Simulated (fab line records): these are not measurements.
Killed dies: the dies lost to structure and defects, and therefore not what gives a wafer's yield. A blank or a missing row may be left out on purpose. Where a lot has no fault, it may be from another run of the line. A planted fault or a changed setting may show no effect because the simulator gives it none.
Split-lot experiment || flow n5_finfet || route with 1938 steps; 7 lots, 21 wafers read

## THE SPLIT ITSELF
At N5_FIN_SAQP_PEB_14 (peb time 60 s), the setting peb_time_s was moved away from the recipe's 60 s on 6 of the 21 wafers read, by -18.9% to +22.5%. This setting was run at the recipe's value on the other wafers.

## THE PATH FROM SPLIT TO READING: the file shows 1 step between them
- N5_FIN_SAQP_DEVELOP_15: develop time 30 s

## THE READING
cd_nm, in nm, at N5_FIN_SAQP_CD_MEAS_16 (target cd 35.6 nm). Typical for fault-free wafers on this fab line: 35.66 nm, with standard deviation 0.3 nm.

{"wafer": "L075.2", "tool, chamber at the split": "litho_track-04, 0", "peb_time_s as run, s": 52.42, "against the recipe": "-12.6%", "cd_nm, nm": 38.20, "against lot-mates on the recipe": "+2.83"}
{"wafer": "L075.4", "tool, chamber at the split": "litho_track-04, 0", "peb_time_s as run, s": 60, "against the recipe": "recipe", "cd_nm, nm": 35.52, "against lot-mates on the recipe": "-"}
{"wafer": "L075.5", "tool, chamber at the split": "litho_track-04, 0", "peb_time_s as run, s": 60, "against the recipe": "recipe", "cd_nm, nm": 35.22, "against lot-mates on the recipe": "-"}
{"wafer": "L077.4", "tool, chamber at the split": "litho_track-04, 0", "peb_time_s as run, s": 60, "against the recipe": "recipe", "cd_nm, nm": 35.83, "against lot-mates on the recipe": "-"}
{"wafer": "L077.5", "tool, chamber at the split": "litho_track-04, 0", "peb_time_s as run, s": 60, "against the recipe": "recipe", "cd_nm, nm": 36.54, "against lot-mates on the recipe": "-"}
{"wafer": "L077.6", "tool, chamber at the split": "litho_track-04, 0", "peb_time_s as run, s": 60, "against the recipe": "recipe", "cd_nm, nm": 36.92, "against lot-mates on the recipe": "-"}
{"wafer": "L078.1", "tool, chamber at the split": "litho_track-01, 0", "peb_time_s as run, s": 60, "against the recipe": "recipe", "cd_nm, nm": 35.10, "against lot-mates on the recipe": "-"}
{"wafer": "L078.3", "tool, chamber at the split": "litho_track-01, 0", "peb_time_s as run, s": 48.69, "against the recipe": "-18.9%", "cd_nm, nm": 38.73, "against lot-mates on the recipe": "+3.63"}
{"wafer": "L078.5", "tool, chamber at the split": "litho_track-01, 0", "peb_time_s as run, s": 48.69, "against the recipe": "-18.9%", "cd_nm, nm": 38.46, "against lot-mates on the recipe": "+3.36"}
{"wafer": "L081.2", "tool, chamber at the split": "litho_track-04, 0", "peb_time_s as run, s": 73.49, "against the recipe": "+22.5%", "cd_nm, nm": 33.55, "against lot-mates on the recipe": "no lot-mate on the recipe"}
{"wafer": "L081.5", "tool, chamber at the split": "litho_track-04, 0", "peb_time_s as run, s": 73.49, "against the recipe": "+22.5%", "cd_nm, nm": 33.17, "against lot-mates on the recipe": "no lot-mate on the recipe"}
{"wafer": "L081.6", "tool, chamber at the split": "litho_track-04, 0", "peb_time_s as run, s": 73.49, "against the recipe": "+22.5%", "cd_nm, nm": 31.58, "against lot-mates on the recipe": "no lot-mate on the recipe"}
{"wafer": "L082.1", "tool, chamber at the split": "litho_track-04, 0", "peb_time_s as run, s": 60, "against the recipe": "recipe", "cd_nm, nm": 35.44, "against lot-mates on the recipe": "-"}
{"wafer": "L082.4", "tool, chamber at the split": "litho_track-04, 0", "peb_time_s as run, s": 60, "against the recipe": "recipe", "cd_nm, nm": 35.47, "against lot-mates on the recipe": "-"}
{"wafer": "L082.5", "tool, chamber at the split": "litho_track-04, 0", "peb_time_s as run, s": 60, "against the recipe": "recipe", "cd_nm, nm": 36.24, "against lot-mates on the recipe": "-"}
{"wafer": "L084.2", "tool, chamber at the split": "litho_track-05, 0", "peb_time_s as run, s": 60, "against the recipe": "recipe", "cd_nm, nm": 35.44, "against lot-mates on the recipe": "-"}
{"wafer": "L084.3", "tool, chamber at the split": "litho_track-05, 0", "peb_time_s as run, s": 60, "against the recipe": "recipe", "cd_nm, nm": 35.21, "against lot-mates on the recipe": "-"}
{"wafer": "L084.6", "tool, chamber at the split": "litho_track-05, 0", "peb_time_s as run, s": 60, "against the recipe": "recipe", "cd_nm, nm": 35.34, "against lot-mates on the recipe": "-"}
{"wafer": "L086.1", "tool, chamber at the split": "litho_track-01, 0", "peb_time_s as run, s": 60, "against the recipe": "recipe", "cd_nm, nm": 36.63, "against lot-mates on the recipe": "-"}
{"wafer": "L086.2", "tool, chamber at the split": "litho_track-01, 0", "peb_time_s as run, s": 60, "against the recipe": "recipe", "cd_nm, nm": 36.90, "against lot-mates on the recipe": "-"}
{"wafer": "L086.3", "tool, chamber at the split": "litho_track-01, 0", "peb_time_s as run, s": 60, "against the recipe": "recipe", "cd_nm, nm": 35.58, "against lot-mates on the recipe": "-"}

THE FIT
A straight line over all 21 wafers: cd_nm changes by -0.143 nm for each +1% of peb_time_s; r = -0.92; the points scatter about the line by 0.66 nm.
The same after taking each lot's own level away (the mean of its wafers on the recipe; 18 wafers): -0.192 nm for each +1%; r = -0.96; scatter 0.38 nm.
That fit puts the effect of the largest move of peb_time_s on the reading at 4.3 nm.
Across the lots, their own levels run from 35.100 to 36.430 nm, a range of 4.4 times the standard deviation given above.
Thus the slope moves with the lot-to-lot level: the two fits are different.
Check: +3.63 nm against its lot-mates is what the line predicts for one of the wafers moved furthest among these (-18.9%) when that wafer is left out of the fit. It came out at +3.63 nm against them.

## FURTHER SPLITS ON THESE WAFERS
These wafers also went through other splits before the reading. Each is held against what the fit with the lots' levels taken away leaves over:
{"other split on the same wafers": "N5_WELL_APT_COAT_19 spin_rpm", "wafers away from the commonest value": 7, "r with cd_nm (lot level and that fit taken away)": "+0.05"}
{"other split on the same wafers": "N5_FIN_SAQP_EXPOSE_13 dose_mj", "wafers away from the commonest value": 8, "r with cd_nm (lot level and that fit taken away)": -0.58}

## FILE'S OWN FIT
cd_nm changes by -0.197 nm for each +1% of peb_time_s, r = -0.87.
